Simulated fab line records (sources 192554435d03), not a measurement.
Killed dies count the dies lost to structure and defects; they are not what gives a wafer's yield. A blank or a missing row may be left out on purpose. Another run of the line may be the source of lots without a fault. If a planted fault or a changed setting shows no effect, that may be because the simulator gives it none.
Matching of chambers :: flow n5 finfet :: 4 sister chambers for N5_FIN_SAQP_DESCUM_21 on rie diel-02
The step chemistry O2, time 7.9 s. 8 wafers are shown with their chamber, then 7 later ones without.

## EACH WAFER AND ITS CHAMBER
wafer: L074.2
chamber: 3
showerhead plenum p Torr (Torr): 2.18
throttle valve pct (%): 20.85

wafer: L075.3
chamber: 0
showerhead plenum p Torr (Torr): 2.01
throttle valve pct (%): 20.20

wafer: L079.6
chamber: 2
showerhead plenum p Torr (Torr): 2.18
throttle valve pct (%): 20.06

wafer: L085.3
chamber: 1
showerhead plenum p Torr (Torr): 2.10
throttle valve pct (%): 20.28

wafer: L085.4
chamber: 3
showerhead plenum p Torr (Torr): 2.17
throttle valve pct (%): 20.63

wafer: L085.5
chamber: 1
showerhead plenum p Torr (Torr): 2.10
throttle valve pct (%): 20.28

wafer: L091.4
chamber: 0
showerhead plenum p Torr (Torr): 2.00
throttle valve pct (%): 20.26

wafer: L091.5
chamber: 2
showerhead plenum p Torr (Torr): 2.17
throttle valve pct (%): 20.13

## WAFERS MISSING THEIR CHAMBER
wafer: L091.6
showerhead plenum p Torr (Torr): 2.10
throttle valve pct (%): 20.29

wafer: L093.1
showerhead plenum p Torr (Torr): 2.00
throttle valve pct (%): 20.27

wafer: L093.2
showerhead plenum p Torr (Torr): 2.09
throttle valve pct (%): 20.30

wafer: L093.5
showerhead plenum p Torr (Torr): 2.17
throttle valve pct (%): 20.11

wafer: L096.3
showerhead plenum p Torr (Torr): 2.17
throttle valve pct (%): 20.13

wafer: L096.5
showerhead plenum p Torr (Torr): 2.17
throttle valve pct (%): 20.12

wafer: L096.6
showerhead plenum p Torr (Torr): 2.09
throttle valve pct (%): 20.31

## CHAMBER TAKEN BY EACH
wafer: L091.6
from the rows above: 1
in truth: 1

wafer: L093.1
from the rows above: 0
in truth: 0

wafer: L093.2
from the rows above: 1
in truth: 1

wafer: L093.5
from the rows above: 2
in truth: 2

wafer: L096.3
from the rows above: 2
in truth: 2

wafer: L096.5
from the rows above: 2
in truth: 2

wafer: L096.6
from the rows above: 1
in truth: 1
Placed correctly: 7 of 7. Number that these rows cannot place: 0. Wrongly placed: 0.
How it was worked out, from the rows above alone: a wafer's distance from a chamber is the root of the sum, over the readings, of the square of ((its reading less the chamber's mean) divided by the reading's scatter). The wafer belongs to the nearest chamber; if the next one is less than 2 further off, it can't be placed. A chamber's mean is the mean of its shown wafers. How the scatter is found: for the shown wafers, subtract from each reading the mean of its chamber, square and add these, divide the total by (wafers less chambers), then take the root.
